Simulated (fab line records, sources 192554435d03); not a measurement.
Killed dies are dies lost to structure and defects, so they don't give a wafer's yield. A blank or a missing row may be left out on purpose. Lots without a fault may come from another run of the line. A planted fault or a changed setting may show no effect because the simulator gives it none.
Which tool did it? | flow n5_finfet | 10 lots, 30 wafers sampled, at 6 steps of a route of 1938

WHAT THE GAUGES READ, wafer by wafer
N5_BEOL_M5_CD_MEAS_11: target cd 27.74 nm. Usual: cd_nm 28.03 nm, standard deviation 0.27.
lot  | measured     | on        | cd_nm (nm)        | flag
L373 | day 9 08:46  | cd_sem-02 | 28.09 28.07 27.75 |
L374 | day 9 08:57  | cd_sem-02 | 28.05 27.58 27.61 |
L382 | day 11 14:44 | cd_sem-03 | 28.12 27.86 27.45 |
L383 | day 11 21:08 | cd_sem-02 | 28.19 28.01 27.78 |
L386 | day 12 01:50 | cd_sem-03 | 28.37 28.31 28.12 |
L388 | day 12 08:58 | cd_sem-03 | 28.08 28.01 28.19 |
L389 | day 12 22:21 | cd_sem-03 | 28.01 27.95 28.13 |
L391 | day 13 18:57 | cd_sem-03 | 27.90 27.13 27.53 |
L392 | day 13 19:07 | cd_sem-03 | 27.84 27.87 27.85 |
L393 | day 14 19:37 | cd_sem-02 | 28.03 28.07 28.27 |

N5_BEOL_M5_INSPECT_13: inspects for defects (brightfield). Usual: raw_defect_count 411, standard deviation 79.
lot  | measured     | on                | raw_defect_count | flag
L373 | day 9 08:52  | defect_inspect-02 | 429 605 475      |
L374 | day 9 09:02  | defect_inspect-02 | 396 427 423      |
L382 | day 11 14:50 | defect_inspect-01 | 362 391 659      |
L383 | day 11 21:14 | defect_inspect-01 | 710 342 415      |
L386 | day 12 01:55 | defect_inspect-01 | 426 288 398      |
L388 | day 12 09:03 | defect_inspect-02 | 343 271 296      |
L389 | day 12 22:26 | defect_inspect-01 | 309 294 338      |
L391 | day 13 19:02 | defect_inspect-01 | 494 387 457      |
L392 | day 13 19:13 | defect_inspect-02 | 569 432 402      |
L393 | day 14 19:42 | defect_inspect-02 | 347 278 359      |

N5_BEOL_M5_INSPECT_30: inspects for defects (brightfield). Usual: raw_defect_count 413, standard deviation 78.
lot  | measured     | on                | raw_defect_count | flag
L373 | day 9 10:16  | defect_inspect-02 | 413 615 472      |
L374 | day 9 10:05  | defect_inspect-02 | 376 442 425      |
L382 | day 11 17:41 | defect_inspect-02 | 365 411 680      |
L383 | day 12 01:07 | defect_inspect-02 | 737 363 453      |
L386 | day 12 07:52 | defect_inspect-01 | 384 284 406      |
L388 | day 12 10:13 | defect_inspect-01 | 298 255 258      |
L389 | day 12 23:57 | defect_inspect-01 | 312 306 347      |
L391 | day 13 20:37 | defect_inspect-01 | 487 395 451      |
L392 | day 13 21:38 | defect_inspect-02 | 592 428 430      |
L393 | day 14 23:06 | defect_inspect-02 | 338 281 369      |

WHICH TOOL RAN EACH LOT (tool, then ch and the chambers of the sampled wafers, then the start)
lot  | N5_BEOL_M4_PRE_CLEAN_60          | N5_BEOL_M5_HM_DEP_02         | N5_BEOL_M5_ETCH_72
L373 | cvd_co-02 ch 0,1, day 9 05:41    | pvd_sputter-02, day 9 08:23  | rie_diel-06 ch 0,2,3, day 9 08:56
L374 | cvd_co-02 ch 1,2, day 9 06:01    | pvd_sputter-02, day 9 08:34  | rie_diel-06 ch 0,2,3, day 9 09:09
L382 | cvd_co-01 ch 1,2, day 11 10:56   | pvd_sputter-02, day 11 14:21 | rie_diel-06 ch 2,3, day 11 14:54
L383 | cvd_co-02 ch 0,2, day 11 18:03   | pvd_sputter-02, day 11 20:45 | rie_diel-02 ch 2,3, day 11 21:17
L386 | cvd_co-02 ch 0,2, day 11 20:22   | pvd_sputter-03, day 12 01:25 | rie_diel-02 ch 0,1,3, day 12 01:59
L388 | cvd_co-01 ch 0,2, day 12 05:32   | pvd_sputter-01, day 12 08:27 | rie_diel-06 ch 1,3, day 12 09:07
L389 | cvd_co-02 ch 0,1, day 12 19:19   | pvd_sputter-01, day 12 21:50 | rie_diel-02 ch 0,1, day 12 22:54
L391 | cvd_co-01 ch 0,1,2, day 13 14:35 | pvd_sputter-03, day 13 18:26 | rie_diel-04 ch 0,1,2, day 13 19:29
L392 | cvd_co-01 ch 0,1,2, day 13 15:16 | pvd_sputter-03, day 13 18:32 | rie_diel-02 ch 0,3, day 13 19:46
L393 | cvd_co-02 ch 0,1,2, day 14 15:02 | pvd_sputter-01, day 14 19:05 | rie_diel-02 ch 0,1,2, day 14 19:46
- N5_BEOL_M4_PRE_CLEAN_60: time 15 s.
- N5_BEOL_M5_HM_DEP_02: deposits TiN, target thk 20 nm.
- N5_BEOL_M5_ETCH_72: etches underlayer in N2/H2, target depth 6.5 nm, time 5.2 s.

WHAT THE TOOLS THEMSELVES READ (means of the sampled wafers that have a number; where no wafer has one, the mark that the record gives instead)
N5_BEOL_M4_PRE_CLEAN_60. Usual: heater_power_w 93 W, standard deviation 26.
lot  | tool      | heater_power_w (W) | flag
L373 | cvd_co-02 | 84                 |
L374 | cvd_co-02 | 104                |
L382 | cvd_co-01 | 80                 |
L383 | cvd_co-02 | 70                 |
L386 | cvd_co-02 | 81                 |
L388 | cvd_co-01 | 99                 |
L389 | cvd_co-02 | 108                |
L391 | cvd_co-01 | 94                 |
L392 | cvd_co-01 | 94                 |
L393 | cvd_co-02 | 94                 |

N5_BEOL_M5_HM_DEP_02. Usual: susceptor_temp_C 25.00 C, standard deviation 0.11; throttle_valve_pct 30.5 %, standard deviation 0.91.
lot  | tool           | susceptor_temp_C (C) | throttle_valve_pct (%) | flag
L373 | pvd_sputter-02 | 25.17                | 30.5                   |
L374 | pvd_sputter-02 | 24.89                | 30.3                   |
L382 | pvd_sputter-02 | 24.94                | 30.4                   |
L383 | pvd_sputter-02 | 24.91                | 30.3                   |
L386 | pvd_sputter-03 | 24.97                | 30.6                   |
L388 | pvd_sputter-01 | 24.87                | 31.6                   |
L389 | pvd_sputter-01 | 24.97                | 30.6                   |
L391 | pvd_sputter-03 | 25.06                | 30.9                   |
L392 | pvd_sputter-03 | 25.13                | 30.8                   |
L393 | pvd_sputter-01 | 25.03                | 30.5                   |

N5_BEOL_M5_ETCH_72. Usual: drypump_motor_current_A 5.5 A, standard deviation 0.45; etch_rf_on_time_s 5.22 s, standard deviation 0.15; h2_flow_sccm 200.1 sccm, standard deviation 0.6; oes_product_au 0.67 a.u., standard deviation 0.069; rf_vpp_V 522.9 V, standard deviation 2.3; showerhead_plenum_p_Torr 2.51 Torr, standard deviation 0.083; throttle_valve_pct 17.9 %, standard deviation 0.31.
lot  | tool        | drypump_motor_current_A (A) | etch_rf_on_time_s (s) | h2_flow_sccm (sccm) | oes_product_au (a.u.) | rf_vpp_V (V) | showerhead_plenum_p_Torr (Torr) | throttle_valve_pct (%) | flag
L373 | rie_diel-06 | 5.1                         | 5.25                  | 199.9               | 0.71                  | 522.3        | 2.51                            | 18.0                   |
L374 | rie_diel-06 | 5.1                         | 5.25                  | 199.5               | 0.70                  | 522.8        | 2.51                            | 18.0                   |
L382 | rie_diel-06 | 5.0                         | 5.26                  | 199.7               | 0.71                  | 523.3        | 2.54                            | 17.8                   |
L383 | rie_diel-02 | 5.3                         | 5.20                  | 200.6               | 0.61                  | 522.1        | 2.45                            | 18.1                   |
L386 | rie_diel-02 | 5.7                         | 5.13                  | 200.4               | 0.65                  | 520.5        | 2.46                            | 17.9                   |
L388 | rie_diel-06 | 5.2                         | 5.22                  | 199.9               | 0.72                  | 523.9        | 2.63                            | 17.9                   |
L389 | rie_diel-02 | 5.9                         | 5.14                  | 200.2               | 0.64                  | 521.8        | 2.48                            | 18.0                   |
L391 | rie_diel-04 | 6.1                         | 5.24                  | 199.9               | 0.73                  | 524.3        | 2.55                            | 17.9                   |
L392 | rie_diel-02 | 5.7                         | 5.12                  | 200.5               | 0.62                  | 522.5        | 2.47                            | 18.2                   |
L393 | rie_diel-02 | 5.9                         | 5.08                  | 200.3               | 0.69                  | 522.6        | 2.48                            | 17.8                   |

THE ANSWER, worked out from the rows above alone
Rule: a lot is off if the mean of its wafers that have a number lies more than 3 standard deviations from the usual mean. A lot without any number at a reading at which 4 lots or more have one is off too. The other lots that the step has rows for count as sound. The gauges are gone through in route order, then the tools' own readings, and for those a lot's mean is taken as printed above. The first step at which some lot is off is used, and at that step the reading that is off furthest; a lot without a number counts as furthest.
No lot is off at any reading shown: from this, nothing can be told.

WHAT THE SIMULATOR HAD PUT IN
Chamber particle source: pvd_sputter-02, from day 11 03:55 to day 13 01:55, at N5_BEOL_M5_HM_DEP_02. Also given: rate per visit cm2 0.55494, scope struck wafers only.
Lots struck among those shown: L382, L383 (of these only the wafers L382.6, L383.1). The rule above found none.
